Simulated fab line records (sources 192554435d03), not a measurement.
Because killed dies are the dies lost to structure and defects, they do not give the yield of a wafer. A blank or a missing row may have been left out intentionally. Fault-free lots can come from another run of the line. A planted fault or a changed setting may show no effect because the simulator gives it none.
fab line records	flow n5_finfet
record: lots: 7	wafers: 39
route steps=1938 shown ZERO_LAYER@11 SD_EPI_N@279 HKMG_FIN@386 GATE_CUT@490 BEOL_M1@751 BEOL_M2@841
start_h: hours from the record's opening day to when the first of the lot's shown wafers began	wait_h: hours since the lot's step before	" repeats the value in the row above	L1.1+2: a single row standing in for several wafers	- no value, or no start was given	* or withheld: withheld	< > ~ a bound
route shown NAME@n: names a module that has steps shown in the file, with the first one's number in the route	usual: the fault-free wafers' mean and standard deviation	same: alike in all rows	chamber/n: place in a boat	sites: the reading at each site	_std_site: standard deviation across them	_edge_site: inner sites' mean taken away from outer sites' mean	radius_mm: how far each site lies from the wafer's centre	mask NAME#n: copy n	behind: the last tool/chamber to shape the wafer	hold: why the lot went on hold/how many hours it stayed there/how the hold came to an end	device: the n, p or np transistor that did not switch	end of line: tests run on the same wafers once the route is complete	where a step has no rows: the recipe by itself	killed: the dies lost at the first sort to structure and to defects; this is not the yield of the wafer	map: the dies of a wafer, with x for killed, . for not killed, _ for no die there
set.NAME: the setting as run; set.NAME@STEP: as run at that earlier step	model.NAME: the simulator's own value behind a step, which no gauge read
lots where settings were altered on purpose, with a table for each step and a row for each wafer
== steps ==
step: N5_ZERO_LAYER_DEVELOP_10
recipe: develop_time_s: 60	rinse_liquid: diw	dry: air_spin	dev_temp_c: 21
lot.wafer	tool	chamber	start_h	wait_h	set.develop_time_s
L077.1+3+6	litho_track-04	0	-	-	60
L077.2+4+5	"	0	"	"	78.46
L080.1+2+6	litho_track-04	0	-	-	92.44
L080.3+4+5	"	0	"	"	60
L084.1+2+4	litho_track-03	0	-	-	60
L084.3+5+6	"	0	"	"	27.74
L085.1+5+6	litho_track-04	0	-	-	60
L087.1+2+3	litho_track-05	0	-	-	60
L087.4+5+6	"	0	"	"	29.55
L092.1+4+5	litho_track-04	0	-	-	60
L092.2+3+6	"	0	"	"	84.27
L093.1+3+6	litho_track-04	0	-	-	41.16
L093.2+4+5	"	0	"	"	60
step: N5_ZERO_LAYER_HARDBAKE_23
recipe: temp_c: 130	time_s: 120
step: N5_ZERO_LAYER_CD_MEAS_11
recipe: target_cd_nm: 2000	landing_energy_ev: 500	detector: se_inlens
usual: cd_nm: 1999.6/1.9
lot.wafer	tool	chamber	start_h	wait_h	set.develop_time_s@ZERO_LAYER_DEVELOP_10	cd_nm
L077.1	cd_sem-01	0	30.64	-	60	1998.5
L077.2	"	0	"	"	78.46	2004.4
L077.3	"	0	"	"	60	1996.2
L077.4	"	0	"	"	78.46	2003.8
L077.5	"	0	"	"	78.46	2005.6
L077.6	"	0	"	"	60	2000.7
L080.1	cd_sem-01	0	48.64	-	92.44	2011.6
L080.2	"	0	"	"	92.44	2007.9
L080.3	"	0	"	"	60	2002.1
L080.4	"	0	"	"	60	1998.5
L080.5	"	0	"	"	60	2001.0
L080.6	"	0	"	"	92.44	2008.1
L084.1	cd_sem-01	0	72.74	-	60	2003.2
L084.2	"	0	"	"	60	2000.7
L084.3	"	0	"	"	27.74	1982.0
L084.4	"	0	"	"	60	2001.5
L084.5	"	0	"	"	27.74	1983.3
L084.6	"	0	"	"	27.74	1983.9
L085.1	cd_sem-03	0	78.64	-	60	2000.8
L085.5	"	0	"	"	60	2000.2
L085.6	"	0	"	"	60	1999.8
L087.1	cd_sem-01	0	90.64	-	60	1999.5
L087.2	"	0	"	"	60	1998.8
L087.3	"	0	"	"	60	2000.1
L087.4	"	0	"	"	29.55	1984.8
L087.5	"	0	"	"	29.55	1985.8
L087.6	"	0	"	"	29.55	1983.7
L092.1	cd_sem-01	0	120.67	-	60	1999.2
L092.2	"	0	"	"	84.27	2007.2
L092.3	"	0	"	"	84.27	2008.2
L092.4	"	0	"	"	60	2000.1
L092.5	"	0	"	"	60	2001.3
L092.6	"	0	"	"	84.27	2006.0
L093.1	cd_sem-02	0	126.64	-	41.16	1994.2
L093.2	"	0	"	"	60	2003.3
L093.3	"	0	"	"	41.16	1993.1
L093.4	"	0	"	"	60	2003.3
L093.5	"	0	"	"	60	2001.4
L093.6	"	0	"	"	41.16	1993.6
step: N5_ZERO_LAYER_DESCUM_16
recipe: chemistry: O2	time_s: 7.9	source_power_w: 50	bias_power_w: 20	pressure_mtorr: 20	rf_frequency_hz: 2.712e+07	temp_c: 40	o2_flow_sccm: 225
lot.wafer	tool	chamber	start_h	wait_h	set.develop_time_s@ZERO_LAYER_DEVELOP_10	model.ZERO_LAYER.cd_nm
L077.1	rie_diel-04	3	31.10	0.5	60	1999
L077.2+4	"	2,0	"	"	78.46	2004
L077.3	"	1	"	"	60	1997
L077.5	"	2	"	"	78.46	2006
L077.6	"	3	"	"	60	2001
L080.1	rie_diel-04	0	48.70	0.1	92.44	2012
L080.2+6	"	3	"	"	92.44	2008
L080.3	"	2	"	"	60	2002
L080.4	"	1	"	"	60	1999
L080.5	"	2	"	"	60	2001
L084.1	rie_diel-04	3	72.78	0.0	60	2003
L084.2+4	"	2,1	"	"	60	2001
L084.3	"	0	"	"	27.74	1982
L084.5	"	0	"	"	27.74	1983
L084.6	"	3	"	"	27.74	1984
L085.1+5+6	rie_diel-06	1,0,1	78.85	0.2	60	2000
L087.1+2	rie_diel-04	3,2	90.68	0.0	60	1999
L087.3	"	0	"	"	60	2000
L087.4	"	1	"	"	29.55	1985
L087.5	"	0	"	"	29.55	1986
L087.6	"	1	"	"	29.55	1984
L092.1	rie_diel-06	0	120.71	0.0	60	1999
L092.2	"	2	"	"	84.27	2007
L092.3	"	1	"	"	84.27	2008
L092.4	"	3	"	"	60	2001
L092.5	"	2	"	"	60	2002
L092.6	"	3	"	"	84.27	2006
L093.1	rie_diel-04	0	126.68	0.0	41.16	1994
L093.2	"	3	"	"	60	2003
L093.3+6	"	2,0	"	"	41.16	1993
L093.4	"	1	"	"	60	2004
L093.5	"	3	"	"	60	2001
step: N5_SD_EPI_N_ETCH_16
recipe: chemistry: CHF3/O2	target: SiO2	target_depth_a: 50	mask_material: SOC	pressure_mtorr: 30	source_w: 650	bias_w: 170	Ar_flow_sccm: 200	CHF3_flow_sccm: 50	O2_flow_sccm: 5	ion_energy_ev: 200
lot.wafer	tool	chamber	start_h	wait_h	set.target_depth_a	model.etch.depth_nm
L077.1+2	rie_diel-03	0,1	66.84	0.1	50	4.943
L077.3	"	2	"	"	50	5.042
L077.4	"	0	"	"	50	4.911
L077.5	"	1	"	"	50	4.964
L077.6	"	2	"	"	50	4.982
L080.1	rie_diel-03	2	88.25	0.1	50	4.98
L080.2	"	1	"	"	50	4.916
L080.3	"	0	"	"	50	4.949
L080.4	"	0	"	"	50	4.895
L080.5	"	2	"	"	50	4.957
L080.6	"	1	"	"	50	4.91
L084.1	rie_diel-01	1	110.23	0.1	50	5.125
L084.2	"	2	"	"	50	4.961
L084.3	"	0	"	"	28.06	2.752
L084.4	"	3	"	"	28.06	2.724
L084.5	"	3	"	"	50	4.835
L084.6	"	0	"	"	28.06	2.767
L085.1	rie_diel-01	0	115.66	0.1	50	4.982
L085.5	"	0	"	"	50	4.945
L085.6	"	1	"	"	50	5.183
L087.1	rie_diel-05	2	129.54	0.1	30.21	2.965
L087.2	"	1	"	"	50	4.765
L087.3	"	3	"	"	50	4.973
L087.4	"	0	"	"	50	4.948
L087.5	"	1	"	"	30.21	2.852
L087.6	"	0	"	"	30.21	3.001
L092.1	rie_diel-01	2	160.39	0.1	63.42	6.364
L092.2	"	0	"	"	50	4.919
L092.3	"	3	"	"	50	4.924
L092.4	"	1	"	"	50	5.086
L092.5	"	2	"	"	63.42	6.353
L092.6	"	3	"	"	63.42	6.253
L093.1	rie_diel-01	2	168.38	0.1	75.79	7.687
L093.2	"	1	"	"	50	5.162
L093.3	"	3	"	"	50	4.955
L093.4	"	0	"	"	75.79	7.563
L093.5	"	3	"	"	75.79	7.554
L093.6	"	0	"	"	50	5.016
step: N5_HKMG_FIN_HK_ALD_01
recipe: material: HfO2	target_thk_a: 16	temp_c: withheld	ald_precursor_family: HfCl4	ald_co_reactant: H2O	pulse_time_s: 3	purge_time_s: 3	co_reactant_purge_time_s: 2.5	co_reactant_pulse_time_s: 0.3	ald_cycles: 30
lot.wafer	tool	chamber	start_h	wait_h	set.ald_cycles	model.HfO2_of_HKMG_FIN_HK_ALD_01.thk_nm
L077.1+2+3+4+5+6	ald_hk-02	2,0,1,3,2,1	89.88	1.4	30	1.6
L080.1+2+3+4+5+6	ald_hk-02	1,0,2,3,2,1	109.23	0.0	30	1.6
L084.1+3+5	ald_hk-01	0,2,3	131.96	0.0	30	1.6
L084.2+4+6	"	1,3,2	"	"	16	0.8
L085.1+5+6	ald_hk-03	2,3,0	135.62	0.0	30	1.6
L087.1+2+3+4+5+6	ald_hk-01	0,3,2,1,1,0	150.31	0.0	30	1.6
L092.1+2+4	ald_hk-03	2,0,1	181.22	0.0	36	2
L092.3+5+6	"	3,2,1	"	"	30	1.6
L093.1+2+3+4+5+6	ald_hk-01	1,3,2,0,3,2	192.20	0.1	30	1.6
step: N5_HKMG_FIN_HK_ANNEAL_02
recipe: temp_c: 700	time_s: 30	ambient: N2	idle_temp_c: 600	ramp_up_c_per_s: 150	ramp_down_c_per_s: 60	cool_to_c: 600
step: N5_HKMG_FIN_ALD_74
recipe: material: La2O3	target_thk_a: 5	temp_c: 250	ald_precursor_family: La-Cp	ald_co_reactant: O3	pulse_time_s: 6	co_reactant_pulse_time_s: 1	purge_time_s: 3	co_reactant_purge_time_s: 3
step: N5_HKMG_FIN_WET_ETCH_82
recipe: chemistry: dHCl	mix: 1:10000	temp_c: 25	target: La2O3	stop_on: HfO2	target_depth_nm: 2	dry: ipa_marangoni	rinse_time_s: 30	rinse_temp_c: 23
step: N5_HKMG_FIN_ALD_36
recipe: material: TiN	target_thk_a: 10	temp_c: 400	ald_precursor_family: TiCl4	ald_co_reactant: NH3	pulse_time_s: 1	purge_time_s: 3	co_reactant_purge_time_s: 2	co_reactant_pulse_time_s: 2	ald_cycles: 47	pressure_torr: 3
step: N5_HKMG_FIN_THK_MEAS_70
recipe: thk_meas_gauge: xrf	reads: HfO2_of_HKMG_FIN_HK_ALD_01
usual: HK_THK: 1.598/0.019
lot.wafer	tool	chamber	start_h	wait_h	set.ald_cycles@HKMG_FIN_HK_ALD_01	HK_THK[nm]
L077.1	film_metro-02	-	93.64	0.2	30	1.613
L077.2	"	-	"	"	30	1.633
L077.3	"	-	"	"	30	1.585
L077.4	"	-	"	"	30	1.605
L077.5	"	-	"	"	30	1.614
L077.6	"	-	"	"	30	1.627
L080.1	film_metro-02	-	112.59	0.2	30	1.606
L080.2	"	-	"	"	30	1.603
L080.3	"	-	"	"	30	1.612
L080.4	"	-	"	"	30	1.619
L080.5	"	-	"	"	30	1.572
L080.6	"	-	"	"	30	1.584
L084.1	film_metro-02	-	135.75	0.2	30	1.623
L084.2	"	-	"	"	16	0.879
L084.3	"	-	"	"	30	1.596
L084.4	"	-	"	"	16	0.832
L084.5	"	-	"	"	30	1.599
L084.6	"	-	"	"	16	0.825
L085.1	film_metro-02	-	140.20	0.2	30	1.635
L085.5	"	-	"	"	30	1.598
L085.6	"	-	"	"	30	1.594
L087.1	film_metro-01	-	155.17	0.2	30	1.607
L087.2	"	-	"	"	30	1.595
L087.3	"	-	"	"	30	1.586
L087.4	"	-	"	"	30	1.583
L087.5	"	-	"	"	30	1.575
L087.6	"	-	"	"	30	1.570
L092.1	film_metro-02	-	184.84	0.2	36	1.918
L092.2	"	-	"	"	36	1.946
L092.3	"	-	"	"	30	1.570
L092.4	"	-	"	"	36	1.890
L092.5	"	-	"	"	30	1.581
L092.6	"	-	"	"	30	1.573
L093.1	film_metro-02	-	195.78	0.2	30	1.578
L093.2	"	-	"	"	30	1.632
L093.3	"	-	"	"	30	1.571
L093.4	"	-	"	"	30	1.587
L093.5	"	-	"	"	30	1.571
L093.6	"	-	"	"	30	1.588
step: N5_GATE_CUT_DESCUM_18
recipe: chemistry: O2	time_s: 7	source_power_w: 50	bias_power_w: 20	pressure_mtorr: 20	rf_frequency_hz: 2.712e+07	temp_c: 40	resist: CAR-EUV	o2_flow_sccm: 225
lot.wafer	tool	chamber	start_h	wait_h	set.time_s	model.CAR-EUV_of_GATE_CUT_COAT_07.thk_nm
L077.1+2+3+4+5+6	rie_diel-02	3,2,0,1,1,0	103.23	0.0	7	26.2
L080.1+2+4+5+6	rie_diel-04	3,2,1,3,2	122.07	0.0	7	26.2
L080.3	"	0	"	"	7	26
L084.1+2+3+4+6	rie_diel-04	1,2,0,0,1	144.86	0.0	7	26
L084.5	"	2	"	"	7	26.2
L085.1+5+6	rie_diel-02	1,0,3	149.81	0.1	7	26.2
L087.1+3+5	rie_diel-02	3,0,0	165.77	0.2	9.415	24.8
L087.2+4+6	"	2,1,1	"	"	7	26
L092.1+2+3	rie_diel-06	0,3,2	194.22	0.0	2.926	28.2
L092.4	"	1	"	"	7	26
L092.5+6	"	2,3	"	"	7	26.2
L093.1	rie_diel-04	1	204.89	0.0	7	26
L093.2+4	"	2,0	"	"	2.901	28
L093.3	"	3	"	"	7	26.2
L093.5	"	0	"	"	7	25.8
L093.6	"	1	"	"	2.901	28.2
step: N5_GATE_CUT_ETCH_28
recipe: chemistry: N2/H2	target: underlayer	target_depth_a: 130	mask_material: CAR-EUV	time_s: 10.4	ion_energy_ev: 200	pressure_mtorr: 30	source_w: 840	bias_w: 150	n2_flow_sccm: 200	h2_flow_sccm: 200	ends: cleared
step: N5_GATE_CUT_ETCH_36
recipe: chemistry: CF4	target: SiARC	target_depth_a: 130	mask_material: CAR-EUV	time_s: 21.7	ion_energy_ev: 80	pressure_mtorr: 40	source_w: 545	bias_w: 36	Ar_flow_sccm: 100	cf4_flow_sccm: 100	ends: cleared
lot.wafer	tool	chamber	start_h	wait_h	set.time_s@GATE_CUT_DESCUM_18	model.CAR-EUV_of_GATE_CUT_COAT_07.thk_nm
L077.1+2+3+5+6	rie_diel-02	3,2,0,1,0	103.29	0.0	7	7
L077.4	"	1	"	"	7	7.2
L080.1+3+4+5	rie_diel-04	3,0,1,3	122.12	0.0	7	7
L080.2+6	"	2	"	"	7	7.2
L084.1+3+4+6	rie_diel-04	1,0,0,1	144.91	0.0	7	6.8
L084.2+5	"	2	"	"	7	7
L085.1	rie_diel-02	1	149.86	0.0	7	7
L085.5+6	"	0,3	"	"	7	7.2
L087.1	rie_diel-02	3	165.82	0.0	9.415	5.6
L087.2+4	"	2,1	"	"	7	7
L087.3+5	"	0	"	"	9.415	5.8
L087.6	"	1	"	"	7	6.8
L092.1	rie_diel-06	0	194.27	0.0	2.926	9
L092.2+3	"	3,2	"	"	2.926	9.2
L092.4+5+6	"	1,2,3	"	"	7	7
L093.1	rie_diel-04	1	204.94	0.0	7	6.8
L093.2+6	"	2,1	"	"	2.901	9
L093.3	"	3	"	"	7	7
L093.4	"	0	"	"	2.901	8.8
L093.5	"	0	"	"	7	6.6
step: N5_BEOL_M1_ILD_DEP_00
recipe: material: SiOC	target_thk_a: 790	temp_c: 350	precursor: DEMS/O2	pressure_torr: 5	rf_w: 500	time_s: 15.3
lot.wafer	tool	chamber	start_h	wait_h	set.target_thk_a	model.SiOC_of_BEOL_M1_ILD_DEP_00.thk_nm
L077.1	pecvd-03	1	135.90	0.0	790	78.6
L077.2	"	0	"	"	790	79.6
L077.3	"	2	"	"	790	78.2
L077.4	"	2	"	"	394.2	39
L077.5	"	1	"	"	394.2	41
L077.6	"	0	"	"	394.2	40
L080.1	pecvd-02	1	163.38	0.0	429.3	42.8
L080.2	"	2	"	"	790	79.6
L080.3	"	0	"	"	429.3	43
L080.4	"	0	"	"	790	79
L080.5	"	2	"	"	429.3	44.2
L080.6	"	1	"	"	790	80
L084.1	pecvd-02	1	179.97	0.0	790	79.2
L084.2	"	0	"	"	790	78.6
L084.3	"	2	"	"	790	77.6
L084.4	"	2	"	"	790	80.4
L084.5	"	0	"	"	790	79.8
L084.6	"	1	"	"	790	79.6
L085.1	pecvd-03	0	183.33	0.0	790	79.6
L085.5	"	0	"	"	790	80.4
L085.6	"	1	"	"	790	80
L087.1	pecvd-01	0	205.75	0.0	790	77.4
L087.2	"	2	"	"	959.6	96.6
L087.3	"	1	"	"	790	80
L087.4	"	1	"	"	959.6	98.2
L087.5	"	0	"	"	959.6	96.4
L087.6	"	2	"	"	790	79.8
L092.1	pecvd-01	1	229.91	0.0	358.1	37.2
L092.2	"	0	"	"	358.1	35
L092.3	"	2	"	"	790	78.6
L092.4	"	2	"	"	790	80
L092.5	"	0	"	"	358.1	36.4
L092.6	"	1	"	"	790	81.6
L093.1+2	pecvd-03	0,2	239.44	0.0	790	78
L093.3	"	1	"	"	436.8	43.2
L093.4	"	2	"	"	436.8	41.8
L093.5	"	1	"	"	790	79.8
L093.6	"	0	"	"	436.8	44
step: N5_BEOL_M1_THK_MEAS_01
recipe: reads: SiOC_of_BEOL_M1_ILD_DEP_00
usual: M1_ILD_THK: 79.4/1.1
lot.wafer	tool	chamber	start_h	wait_h	set.target_thk_a@BEOL_M1_ILD_DEP_00	M1_ILD_THK[nm]
L077.1	film_metro-01	-	135.97	0.0	790	78.5
L077.2	"	-	"	"	790	79.6
L077.3	"	-	"	"	790	78.2
L077.4	"	-	"	"	394.2	39.1
L077.5	"	-	"	"	394.2	41.0
L077.6	"	-	"	"	394.2	40.0
L080.1	film_metro-02	-	163.44	0.0	429.3	42.8
L080.2	"	-	"	"	790	79.6
L080.3	"	-	"	"	429.3	43.0
L080.4	"	-	"	"	790	79.0
L080.5	"	-	"	"	429.3	44.2
L080.6	"	-	"	"	790	79.9
L084.1	film_metro-01	-	180.03	0.0	790	79.2
L084.2	"	-	"	"	790	78.5
L084.3	"	-	"	"	790	77.5
L084.4	"	-	"	"	790	80.3
L084.5	"	-	"	"	790	79.7
L084.6	"	-	"	"	790	79.6
L085.1	film_metro-01	-	183.40	0.0	790	79.5
L085.5	"	-	"	"	790	80.4
L085.6	"	-	"	"	790	80.1
L087.1	film_metro-02	-	205.81	0.0	790	77.3
L087.2	"	-	"	"	959.6	96.7
L087.3	"	-	"	"	790	80.0
L087.4	"	-	"	"	959.6	98.2
L087.5	"	-	"	"	959.6	96.3
L087.6	"	-	"	"	790	79.9
L092.1	film_metro-01	-	229.98	0.0	358.1	37.2
L092.2	"	-	"	"	358.1	35.1
L092.3	"	-	"	"	790	78.6
L092.4	"	-	"	"	790	80.0
L092.5	"	-	"	"	358.1	36.4
L092.6	"	-	"	"	790	81.5
L093.1	film_metro-02	-	239.51	0.0	790	78.0
L093.2	"	-	"	"	790	77.9
L093.3	"	-	"	"	436.8	43.2
L093.4	"	-	"	"	436.8	41.7
L093.5	"	-	"	"	790	79.8
L093.6	"	-	"	"	436.8	44.0
step: N5_BEOL_M2_ILD_DEP_00
recipe: material: SiOC	target_thk_a: 790	temp_c: 350	precursor: DEMS/O2	pressure_torr: 5	rf_w: 500	time_s: 15.3
lot.wafer	tool	chamber	start_h	wait_h	set.target_thk_a	model.SiOC_of_BEOL_M2_ILD_DEP_00.thk_nm
L077.1	pecvd-03	2	145.76	0.0	790	78.4
L077.2	"	0	"	"	790	79.4
L077.3	"	1	"	"	326.5	32.4
L077.4	"	0	"	"	326.5	33.2
L077.5	"	1	"	"	326.5	33
L077.6	"	2	"	"	790	79.2
L080.1	pecvd-01	1	173.70	0.0	502.8	50
L080.2	"	0	"	"	790	78
L080.3+6	"	2,1	"	"	502.8	49.6
L080.4	"	0	"	"	790	79.4
L080.5	"	2	"	"	790	79.2
L084.1	pecvd-03	2	186.69	0.0	1106	109.4
L084.2	"	0	"	"	1106	108.6
L084.3	"	1	"	"	790	77.4
L084.4	"	2	"	"	790	79.2
L084.5	"	1	"	"	790	78.2
L084.6	"	0	"	"	1106	111.2
L085.1	pecvd-03	0	194.44	0.0	790	78.8
L085.5+6	"	0,1	"	"	790	78.6
L087.1	pecvd-04	1	217.25	0.0	790	78.4
L087.2+3	"	2,0	"	"	790	78.8
L087.4+5	"	0,2	"	"	790	79.6
L087.6	"	1	"	"	790	79.8
L092.1	pecvd-03	1	238.73	0.0	790	77.2
L092.2	"	0	"	"	618	61.2
L092.3	"	2	"	"	790	76.2
L092.4	"	1	"	"	618	61.6
L092.5	"	2	"	"	790	77.8
L092.6	"	0	"	"	618	61.8
L093.1	pecvd-03	0	249.45	0.0	790	80.2
L093.2	"	2	"	"	1218	121.4
L093.3	"	1	"	"	790	78.6
L093.4	"	1	"	"	790	79.4
L093.5	"	2	"	"	1218	121
L093.6	"	0	"	"	1218	123.6
step: N5_BEOL_M2_THK_MEAS_01
recipe: reads: SiOC_of_BEOL_M2_ILD_DEP_00
usual: M2_ILD_THK: 78.9/0.92
lot.wafer	tool	chamber	start_h	wait_h	set.target_thk_a@BEOL_M2_ILD_DEP_00	M2_ILD_THK[nm]
L077.1	film_metro-01	-	145.83	0.1	790	78.4
L077.2	"	-	"	"	790	79.3
L077.3	"	-	"	"	326.5	32.3
L077.4	"	-	"	"	326.5	33.1
L077.5	"	-	"	"	326.5	33.0
L077.6	"	-	"	"	790	79.3
L080.1	film_metro-01	-	173.76	0.0	502.8	50.0
L080.2	"	-	"	"	790	78.0
L080.3	"	-	"	"	502.8	49.7
L080.4	"	-	"	"	790	79.3
L080.5	"	-	"	"	790	79.2
L080.6	"	-	"	"	502.8	49.6
L084.1	film_metro-01	-	186.76	0.0	1106	109.3
L084.2	"	-	"	"	1106	108.6
L084.3	"	-	"	"	790	77.5
L084.4	"	-	"	"	790	79.2
L084.5	"	-	"	"	790	78.2
L084.6	"	-	"	"	1106	111.1
L085.1	film_metro-01	-	194.51	0.0	790	78.9
L085.5	"	-	"	"	790	78.6
L085.6	"	-	"	"	790	78.5
L087.1	film_metro-02	-	217.32	0.0	790	78.4
L087.2	"	-	"	"	790	78.9
L087.3	"	-	"	"	790	78.8
L087.4	"	-	"	"	790	79.6
L087.5	"	-	"	"	790	79.6
L087.6	"	-	"	"	790	79.9
L092.1	film_metro-01	-	238.79	0.0	790	77.1
L092.2	"	-	"	"	618	61.2
L092.3	"	-	"	"	790	76.2
L092.4	"	-	"	"	618	61.6
L092.5	"	-	"	"	790	77.9
L092.6	"	-	"	"	618	61.7
L093.1	film_metro-01	-	249.51	0.0	790	80.2
L093.2	"	-	"	"	1218	121.3
L093.3	"	-	"	"	790	78.6
L093.4	"	-	"	"	790	79.5
L093.5	"	-	"	"	1218	121.0
L093.6	"	-	"	"	1218	123.8
== key ==
split: step: N5_ZERO_LAYER_DEVELOP_10	setting: develop_time_s	stated: 60	by: wafer
response: step: N5_ZERO_LAYER_CD_MEAS_11	reading: cd_nm	change: +0.249	per: 1%	r: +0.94
response: step: N5_ZERO_LAYER_DESCUM_16	reading: model.ZERO_LAYER.cd_nm	change: +0.248	per: 1%	r: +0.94
split: step: N5_SD_EPI_N_ETCH_16	setting: target_depth_a	stated: 50	by: wafer
response: step: N5_SD_EPI_N_ETCH_16	reading: model.etch.depth_nm	change: +0.0499	per: 1%	r: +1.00
split: step: N5_HKMG_FIN_HK_ALD_01	setting: ald_cycles	stated: 30	by: wafer
response: step: N5_HKMG_FIN_HK_ALD_01	reading: model.HfO2_of_HKMG_FIN_HK_ALD_01.thk_nm	change: +0.0176	per: 1%	r: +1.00
response: step: N5_HKMG_FIN_THK_MEAS_70	reading: HK_THK	change: +0.0164	per: 1%	r: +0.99
split: step: N5_GATE_CUT_DESCUM_18	setting: time_s	stated: 7	by: wafer
response: step: N5_GATE_CUT_DESCUM_18	reading: model.CAR-EUV_of_GATE_CUT_COAT_07.thk_nm	change: -0.0353	per: 1%	r: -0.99
response: step: N5_GATE_CUT_ETCH_36	reading: model.CAR-EUV_of_GATE_CUT_COAT_07.thk_nm	change: -0.0363	per: 1%	r: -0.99
split: step: N5_BEOL_M1_ILD_DEP_00	setting: target_thk_a	stated: 790	by: wafer
response: step: N5_BEOL_M1_ILD_DEP_00	reading: model.SiOC_of_BEOL_M1_ILD_DEP_00.thk_nm	change: +0.794	per: 1%	r: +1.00
response: step: N5_BEOL_M1_THK_MEAS_01	reading: M1_ILD_THK	change: +0.793	per: 1%	r: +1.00
split: step: N5_BEOL_M2_ILD_DEP_00	setting: target_thk_a	stated: 790	by: wafer
response: step: N5_BEOL_M2_ILD_DEP_00	reading: model.SiOC_of_BEOL_M2_ILD_DEP_00.thk_nm	change: +0.785	per: 1%	r: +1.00
response: step: N5_BEOL_M2_THK_MEAS_01	reading: M2_ILD_THK	change: +0.785	per: 1%	r: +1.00
